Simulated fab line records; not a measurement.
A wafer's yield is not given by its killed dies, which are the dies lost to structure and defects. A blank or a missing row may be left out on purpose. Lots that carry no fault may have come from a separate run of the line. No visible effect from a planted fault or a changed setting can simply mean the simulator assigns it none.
A lot that was struck, set against a sound lot :: flow nand harc :: 15 steps out of a route of 1159
Sound: these wafers, L317.1, L317.2, L317.4. Wafers L311.2, L311.3, L311.4 were the ones struck. The cause comes at the end.
Order at every step that has rows: each side's tool, ch and its chambers, its first start. Under that, the readings that differ: sound wafers :: struck wafers :: difference of the means :: sigmas: that difference in standard deviations of wafers without a fault.
alike: words and numbers the same on both sides, and readings whose means are apart by under 2 such deviations; not compared: readings that were withheld, readings missing a value for some wafer, numbers with overlapping values and no deviation given by the record, and bounds like >300 which may hide the same value.
Wherever a step has rows on one side only, a row that says differs or no value, or a row with sigmas, the two part there. Non-overlapping numbers with no deviation appear without sigmas and do not part them. Lack of a reading on every wafer of one side parts them only where that side has two or more wafers.

first, 9 steps without rows for these wafers: NHARC_P_ZERO_WELL_STRIP_41 (strips in SPM, time 840 s); NHARC_P_ZERO_WELL_DEHYDRATE_44 (time 120 s); NHARC_P_ZERO_WELL_HMDS_45 (time 30 s); NHARC_P_ZERO_WELL_COAT_46; NHARC_P_ZERO_WELL_SOFTBAKE_47 (time 95 s); NHARC_P_ZERO_WELL_EBR_48; NHARC_P_ZERO_WELL_EXPOSE_49 (exposes mask P HVPW, target cd 2000 nm); NHARC_P_ZERO_WELL_PEB_50 (peb time 85 s); NHARC_P_ZERO_WELL_DEVELOP_51 (time 70 s).
NHARC_P_ZERO_WELL_CD_MEAS_52: the cd target is 2000 nm.
  sound on cd sem-03 ch 0, day 6 23:44; struck on cd sem-02 ch 0, day 5 11:38
  alike: cd nm
then, 1 step without rows for these wafers: NHARC_P_ZERO_WELL_HARDBAKE_53 (time 80 s).
NHARC_P_ZERO_WELL_DESCUM_54: chemistry O2, time 3 s.
  sound on rie diel-10 ch 0,2,3, day 6 23:54; struck on rie diel-10 ch 0,2,3, day 5 11:49
reading: rf hours counter h (h)
sound: 10.1 9.3 7.4
struck: 6.8 6.9 4.9
difference: -2.7
sigmas: 
  alike: drypump motor current A, mfc ar sccm, oes product au, rf vpp V, showerhead plenum p Torr, throttle valve pct
NHARC_P_ZERO_WELL_IMPLANT_55:
  struck on implanter-02, day 5 11:59; sound on implanter-02 ch 0, day 7 00:03
  no value came back on the struck wafers for beam energy keV, beam on s (s), faraday current uA; on the sound wafers beam energy keV reads 180.05 180.01 180.04
then, 1 step without rows for these wafers: NHARC_P_ZERO_WELL_IMPLANT_61.
-- record jumps: 18 days between struck wafers' starts before vs after; left off in module P_ZERO_WELL, resumes in module END, first step shown is number 1159 of the route --
NHARC_END_SORT_01:
  sound on prober-02 ch 0, day 24 07:28; struck on prober-02 ch 0, day 23 08:56
reading: hold
sound: - - -
struck: await dispo/1.9h/scrap await dispo/1.9h/scrap await dispo/1.9h/scrap
difference: no value on the sound wafers
sigmas: 

reading: killed at periphery
sound: 2 2 1
struck: 630 648 625
difference: +633
sigmas: +99 or more

reading: killed dies
sound: 32 44 26
struck: 677 677 677
difference: +643
sigmas: +66
  alike: killed at array, killed at other, killed open, killed short

## WHERE THEY PART
Last at NHARC_END_SORT_01 as far as this record goes, first at NHARC_P_ZERO_WELL_IMPLANT_55.

WHY: the cause the simulator had injected
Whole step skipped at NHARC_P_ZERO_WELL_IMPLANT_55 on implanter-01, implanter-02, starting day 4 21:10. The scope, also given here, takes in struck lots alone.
